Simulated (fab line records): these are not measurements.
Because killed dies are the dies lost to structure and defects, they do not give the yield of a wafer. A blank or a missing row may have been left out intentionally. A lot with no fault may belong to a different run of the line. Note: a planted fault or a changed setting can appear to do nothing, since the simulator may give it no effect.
Chamber matching + flow n5-finfet + 3 sister chambers for N5_BEOL_M5_CURE_79 on uv-cure-03
The step cures SiCOH lowk, time 240 s. 20 wafers are shown with their chamber, then 10 later ones without.

## WAFERS, EACH WITH ITS CHAMBER
| wafer  | chamber | wafer_temp_C_max | lamp-power-pct (%) |
|--------|---------|------------------|--------------------|
| L074.3 | 2       | 387.8            | 52.38              |
| L074.5 | 2       | 386.8            | 52.27              |
| L074.6 | 2       | 387.3            | 52.27              |
| L076.3 | 0       | 387.4            | 52.33              |
| L076.4 | 0       | 387.4            | 52.39              |
| L076.6 | 0       | 387.0            | 52.28              |
| L078.1 | 1       | 386.3            | 52.28              |
| L078.3 | 1       | 386.2            | 52.27              |
| L078.6 | 1       | 386.6            | 52.37              |
| L083.3 | 2       | 387.4            | 52.35              |
| L083.4 | 2       | 387.4            | 52.38              |
| L083.5 | 2       | 387.9            | 52.29              |
| L084.3 | 0       | 386.9            | 52.24              |
| L084.4 | 0       | 386.4            | 52.30              |
| L084.6 | 0       | 386.4            | 52.27              |
| L086.2 | 1       | 386.4            | 52.26              |
| L086.3 | 1       | 386.1            | 52.31              |
| L086.5 | 1       | 386.6            | 52.31              |
| L085.2 | 0       | 386.3            | 52.36              |
| L085.4 | 0       | 386.9            | 52.33              |

SIGNATURES (averages over the wafers above)
| reading          | chamber 0 | chamber 1 | chamber 2 | scatter within a chamber |
|------------------|-----------|-----------|-----------|--------------------------|
| wafer_temp_C_max | 386.837   | 386.367   | 387.433   | 0.37                     |
| lamp-power-pct   | 52.3125   | 52.3000   | 52.3233   | 0.0479                   |
Rule: a wafer's distance from a chamber is the root of the sum, over the readings, of the square of ((its reading less the chamber's mean) divided by the reading's scatter). The wafer belongs to the nearest chamber; if the next one is less than 2 further off, it can't be placed. The scatter is the square root of a quotient: the sum, over the shown wafers, of each reading's squared deviation from its chamber's mean, divided by wafers minus chambers.

## WAFERS WHOSE CHAMBER IS MISSING
| wafer  | wafer_temp_C_max | lamp-power-pct (%) |
|--------|------------------|--------------------|
| L085.5 | 386.8            | 52.30              |
| L088.1 | 387.7            | 52.28              |
| L088.3 | 387.6            | 52.27              |
| L088.5 | 387.2            | 52.25              |
| L089.1 | 387.6            | 52.32              |
| L089.5 | 386.7            | 52.31              |
| L089.6 | 386.2            | 52.21              |
| L097.1 | 386.6            | 52.30              |
| L097.3 | 386.8            | 52.29              |
| L097.5 | 387.1            | 52.23              |

## EACH ONE'S CHAMBER
| wafer  | from the rows above          | in truth |
|--------|------------------------------|----------|
| L085.5 | can't be placed: 0 or 1 or 2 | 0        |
| L088.1 | can't be placed: 2 or 0      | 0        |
| L088.3 | can't be placed: 2 or 0      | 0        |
| L088.5 | can't be placed: 0 or 2 or 1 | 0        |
| L089.1 | can't be placed: 2 or 0      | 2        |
| L089.5 | can't be placed: 0 or 1 or 2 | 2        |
| L089.6 | can't be placed: 1 or 0      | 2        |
| L097.1 | can't be placed: 1 or 0 or 2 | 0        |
| L097.3 | can't be placed: 0 or 1 or 2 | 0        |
| L097.5 | can't be placed: 0 or 2 or 1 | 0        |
Correctly placed: 0 of 10. Can't be placed from these rows: 10 (the true chamber is among the candidates in 9). Placed wrongly: 0.
